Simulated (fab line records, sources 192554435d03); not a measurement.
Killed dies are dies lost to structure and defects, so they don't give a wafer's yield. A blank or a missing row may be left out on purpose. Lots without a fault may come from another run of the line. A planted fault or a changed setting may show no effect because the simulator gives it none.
Which tool did it? | flow n5_finfet | 10 lots, 30 wafers sampled, at 5 steps of a route of 1938

WHAT THE GAUGES READ, wafer by wafer
N5_BEOL_M2_THK_MEAS_01. Usual: M2_ILD_THK 78.7 nm, standard deviation 0.97.
lot  | measured     | on            | M2_ILD_THK (nm) | flag
L167 | day 6 07:59  | film_metro-02 | 77.6 78.4 77.9  |
L171 | day 7 15:58  | film_metro-02 | 78.3 80.1 80.5  |
L172 | day 7 20:26  | film_metro-02 | 79.3 79.6 79.9  |
L175 | day 8 19:00  | film_metro-02 | 78.3 80.0 78.6  |
L177 | day 9 05:17  | film_metro-01 | 77.7 79.6 79.2  |
L179 | day 9 17:23  | film_metro-01 | 77.4 78.1 78.0  |
L180 | day 9 19:09  | film_metro-01 | 78.6 79.2 78.8  |
L181 | day 10 06:41 | film_metro-02 | 77.9 78.9 78.3  |
L183 | day 10 11:43 | film_metro-02 | 77.7 78.5 79.8  |
L190 | day 12 19:16 | film_metro-02 | 78.4 77.8 79.0  |

N5_BEOL_M4_RC_MEAS_101. Usual: DIBL_N 35.7 mV/V, standard deviation 1.3; DIBL_P 35.4 mV/V, standard deviation 1.8; IOFF_N 0.152 nA/um, standard deviation 0.027; IOFF_P 0.20 nA/um, standard deviation 0.034; ION_N 672 uA/um, standard deviation 9.8; ION_P 461 uA/um, standard deviation 7.5; SS_N 71.4 mV/dec, standard deviation 0.55; SS_P 73.1 mV/dec, standard deviation 0.61; VT_N 251 mV, standard deviation 3.3; VT_P -251 mV, standard deviation 3.6.
lot  | measured     | on        | DIBL_N (mV/V)  | DIBL_P (mV/V)  | IOFF_N (nA/um)    | IOFF_P (nA/um) | ION_N (uA/um) | ION_P (uA/um) | SS_N (mV/dec)  | SS_P (mV/dec)  | VT_N (mV)   | VT_P (mV)      | flag
L167 | day 7 18:44  | prober-02 | 37.2 35.0 35.2 | 39.2 38.2 36.6 | 0.199 0.160 0.161 | 0.27 0.24 0.22 | 681 672 684   | 469 465 467   | 72.2 71.1 71.0 | 74.2 73.9 73.7 | 247 248 248 | -244 -246 -247 |
L171 | day 8 23:14  | prober-01 | 35.8 36.4 36.6 | 36.2 37.6 37.3 | 0.162 0.186 0.188 | 0.18 0.19 0.19 | 676 688 673   | 452 469 453   | 71.3 71.3 72.3 | 73.1 73.7 73.8 | 253 246 251 | -258 -252 -253 |
L172 | day 9 02:27  | prober-02 | 35.6 38.0 37.0 | 36.1 39.5 37.8 | 0.174 0.237 0.203 | 0.24 0.32 0.27 | 679 694 691   | 472 484 481   | 71.7 72.4 71.8 | 73.4 73.6 73.5 | 247 243 243 | -243 -242 -243 |
L175 | day 10 02:28 | prober-02 | 33.7 35.1 33.6 | 32.3 34.0 32.7 | 0.114 0.131 0.112 | 0.16 0.19 0.17 | 666 674 666   | 458 463 467   | 70.7 71.6 72.0 | 72.2 72.7 72.5 | 256 255 255 | -253 -253 -255 |
L177 | day 10 11:20 | prober-02 | 37.7 35.7 34.8 | 38.4 35.6 34.8 | 0.186 0.148 0.139 | 0.26 0.22 0.21 | 680 662 677   | 466 463 465   | 72.5 71.3 70.7 | 74.4 73.1 73.3 | 250 250 250 | -245 -248 -248 |
L179 | day 11 00:10 | prober-02 | 35.2 34.1 35.6 | 34.3 33.3 35.7 | 0.139 0.125 0.146 | 0.16 0.15 0.17 | 649 659 653   | 445 449 445   | 71.2 70.1 71.2 | 73.1 73.0 73.2 | 252 251 254 | -256 -256 -256 |
L180 | day 11 01:20 | prober-02 | 34.1 35.7 36.3 | 33.8 35.6 36.0 | 0.115 0.138 0.146 | 0.16 0.18 0.19 | 656 673 661   | 450 454 452   | 71.3 72.0 71.7 | 72.5 72.6 73.2 | 254 254 253 | -253 -255 -254 |
L181 | day 11 20:35 | prober-01 | 36.5 36.3 35.8 | 35.6 37.1 35.7 | 0.155 0.163 0.149 | 0.21 0.23 0.20 | 667 668 663   | 460 465 460   | 71.5 71.2 71.9 | 73.4 72.8 72.5 | 252 250 250 | -252 -247 -248 |
L183 | day 11 21:49 | prober-01 | 35.0 34.2 34.6 | 34.7 32.8 33.7 | 0.129 0.116 0.115 | 0.19 0.16 0.17 | 657 658 653   | 458 456 453   | 71.1 71.4 70.1 | 73.4 72.4 72.1 | 253 257 256 | -250 -252 -250 |
L190 | day 14 06:29 | prober-02 | 34.8 33.8 35.4 | 33.5 32.4 34.7 | 0.121 0.104 0.132 | 0.19 0.17 0.20 | 674 653 668   | 459 457 467   | 70.5 70.8 71.3 | 73.0 72.3 73.0 | 254 259 252 | -252 -253 -249 |

WHICH TOOL RAN EACH LOT (tool, then ch and the chambers of the sampled wafers, then the start)
lot  | N5_BEOL_M1_ANNEAL_49         | N5_BEOL_M1_SPUTTER_88        | N5_BEOL_M1_CMP_52
L167 | pvd_sputter-02, day 6 05:00  | pvd_sputter-02, day 6 05:48  | cmp-02 ch 1,2, day 6 07:17
L171 | pvd_sputter-02, day 7 10:25  | pvd_sputter-02, day 7 11:13  | cmp-02 ch 0,1, day 7 15:17
L172 | pvd_sputter-01, day 7 14:26  | pvd_sputter-01, day 7 15:14  | cmp-01 ch 0,2, day 7 19:45
L175 | pvd_sputter-03, day 8 11:56  | pvd_sputter-03, day 8 12:44  | cmp-02 ch 0,2, day 8 18:21
L177 | pvd_sputter-01, day 8 23:42  | pvd_sputter-01, day 9 00:30  | cmp-02 ch 0,1,3, day 9 04:32
L179 | pvd_sputter-02, day 9 12:55  | pvd_sputter-02, day 9 13:43  | cmp-02 ch 0,1,2, day 9 16:43
L180 | pvd_sputter-03, day 9 13:10  | pvd_sputter-03, day 9 13:58  | cmp-02 ch 0,3, day 9 18:23
L181 | pvd_sputter-03, day 10 01:34 | pvd_sputter-03, day 10 02:22 | cmp-02 ch 1,3, day 10 05:59
L183 | pvd_sputter-03, day 10 07:14 | pvd_sputter-03, day 10 08:02 | cmp-04 ch 0,1,3, day 10 10:59
L190 | pvd_sputter-01, day 12 16:17 | pvd_sputter-01, day 12 17:05 | cmp-02 ch 1,2,3, day 12 18:34
- N5_BEOL_M1_ANNEAL_49: time 240 s.
- N5_BEOL_M1_SPUTTER_88: material Cu, target thk 4.5 nm, time 8.29 s.
- N5_BEOL_M1_CMP_52: polishes, stops on SiOC, t overpolish 6.8 s, target thk 40 nm.

WHAT THE TOOLS THEMSELVES READ (means of the sampled wafers that have a number; where no wafer has one, the mark that the record gives instead)
N5_BEOL_M1_ANNEAL_49. Usual: heater_power_w 857 W, standard deviation 77.
lot  | tool           | heater_power_w (W) | flag
L167 | pvd_sputter-02 | 921                |
L171 | pvd_sputter-02 | 903                |
L172 | pvd_sputter-01 | 840                |
L175 | pvd_sputter-03 | 818                |
L177 | pvd_sputter-01 | 851                |
L179 | pvd_sputter-02 | 904                |
L180 | pvd_sputter-03 | 788                |
L181 | pvd_sputter-03 | 815                |
L183 | pvd_sputter-03 | 781                |
L190 | pvd_sputter-01 | 827                |

N5_BEOL_M1_SPUTTER_88. Usual: throttle_valve_pct 29.8 %, standard deviation 0.76.
lot  | tool           | throttle_valve_pct (%) | flag
L167 | pvd_sputter-02 | 30.1                   |
L171 | pvd_sputter-02 | 29.7                   |
L172 | pvd_sputter-01 | 29.8                   |
L175 | pvd_sputter-03 | 29.4                   |
L177 | pvd_sputter-01 | 29.7                   |
L179 | pvd_sputter-02 | 29.8                   |
L180 | pvd_sputter-03 | 30.2                   |
L181 | pvd_sputter-03 | 29.1                   |
L183 | pvd_sputter-03 | 29.8                   |
L190 | pvd_sputter-01 | 29.8                   |

N5_BEOL_M1_CMP_52. Usual: barrier_field_endpoint_s 24.9 s, standard deviation 0.54; head_pressure_psi 1.0000 psi, standard deviation 0.0023; motor_current_A 5.8 A, standard deviation 0.69; overpolish_run_s 6.799 s, standard deviation 0.0094; slurry_flow_ml_min 150.0, standard deviation 0.45; time_to_endpoint_s 63.5 s, standard deviation 2.9.
lot  | tool   | barrier_field_endpoint_s (s) | head_pressure_psi (psi) | motor_current_A (A) | overpolish_run_s (s) | slurry_flow_ml_min | time_to_endpoint_s (s) | flag
L167 | cmp-02 | 25.2                         | 0.9999                  | 5.4                 | 6.803                | 149.5              | 64.6                   |
L171 | cmp-02 | 25.6                         | 1.0014                  | 5.5                 | 6.801                | 150.5              | 61.9                   |
L172 | cmp-01 | 24.8                         | 1.0009                  | 6.0                 | 6.794                | 149.8              | 62.7                   |
L175 | cmp-02 | 25.7                         | 0.9992                  | 6.3                 | 6.799                | 149.8              | 68.2                   |
L177 | cmp-02 | 25.6                         | 1.0001                  | 5.9                 | 6.803                | 149.9              | 68.7                   |
L179 | cmp-02 | 25.3                         | 0.9998                  | 5.7                 | 6.787                | 150.1              | 65.1                   |
L180 | cmp-02 | 21.2                         | 1.1704                  | 6.8                 | 6.795                | 150.1              | 65.4                   | OFF
L181 | cmp-02 | 21.6                         | 1.1750                  | 6.0                 | 6.797                | 149.7              | 65.6                   | OFF
L183 | cmp-04 | 24.6                         | 0.9999                  | 5.9                 | 6.797                | 149.9              | 61.4                   |
L190 | cmp-02 | 24.6                         | 0.9984                  | 5.6                 | 6.793                | 150.0              | 65.1                   |

THE ANSWER, worked out from the rows above alone
Rule: a lot is off if the mean of its wafers that have a number lies more than 3 standard deviations from the usual mean. A lot without any number at a reading at which 4 lots or more have one is off too. The other lots that the step has rows for count as sound. The gauges are gone through in route order, then the tools' own readings, and for those a lot's mean is taken as printed above. The first step at which some lot is off is used, and at that step the reading that is off furthest; a lot without a number counts as furthest.
Off: L180, L181, at N5_BEOL_M1_CMP_52 (head_pressure_psi).
A tool fits if, at that step or a process step before it, it ran every lot that is off, and no sound lot after the first of them. None of those tried fits.

WHAT THE SIMULATOR HAD PUT IN
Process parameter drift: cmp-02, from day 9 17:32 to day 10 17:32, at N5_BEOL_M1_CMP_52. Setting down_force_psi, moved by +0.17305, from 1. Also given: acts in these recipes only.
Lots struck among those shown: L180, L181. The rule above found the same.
